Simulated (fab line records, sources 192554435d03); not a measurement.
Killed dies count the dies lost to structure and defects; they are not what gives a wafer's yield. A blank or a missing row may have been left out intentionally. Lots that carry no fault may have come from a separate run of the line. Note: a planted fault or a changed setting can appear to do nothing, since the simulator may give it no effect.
Matching of chambers | flow n5Finfet | N5_BEOL_M9_DEP_56 on pecvd-03 has 3 sister chambers
The step deposits SiCN from 3MS/NH3, target thk 15 nm, time 26.5 s. 3 wafers are shown with their chamber, then 11 later ones without.

WAFERS WITH THEIR CHAMBER
wafer  | chamber | showerheadVppV (V)
L087.2 | 2       | 812
L089.6 | 0       | 838
L088.1 | 1       | 936

WAFERS MISSING THEIR CHAMBER
wafer  | showerheadVppV (V)
L088.3 | 848
L088.6 | 838
L092.1 | 805
L092.2 | 848
L092.6 | 847
L095.2 | 850
L095.5 | 851
L095.6 | 926
L096.2 | 869
L096.4 | 936
L096.5 | 922

CHAMBER TAKEN BY EACH
wafer  | from the rows above     | in truth
L088.3 | can't be placed: 0 or 2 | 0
L088.6 | can't be placed: 0 or 2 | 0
L092.1 | can't be placed: 2 or 0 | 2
L092.2 | can't be placed: 0 or 2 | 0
L092.6 | can't be placed: 0 or 2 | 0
L095.2 | can't be placed: 0 or 2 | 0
L095.5 | can't be placed: 0 or 2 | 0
L095.6 | 1                       | 1
L096.2 | can't be placed: 0 or 2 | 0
L096.4 | 1                       | 1
L096.5 | 1                       | 1
3 of 11 placed correctly. These rows do not allow placing 8 (true chamber among the candidates in 8). 0 placed wrongly.
How it was worked out, from the rows above alone: a wafer's distance from a chamber is the root of the sum, over the readings, of the square of ((its reading less the chamber's mean) divided by the reading's scatter). If the next closest chamber is less than 2 further off than the closest, the wafer can't be placed; otherwise it belongs to the closest. For every chamber, the mean is computed from those of its wafers that are shown. The scatter: with one shown wafer a chamber, the root of the mean of the squares of how far each hidden wafer lies from its nearest shown one.
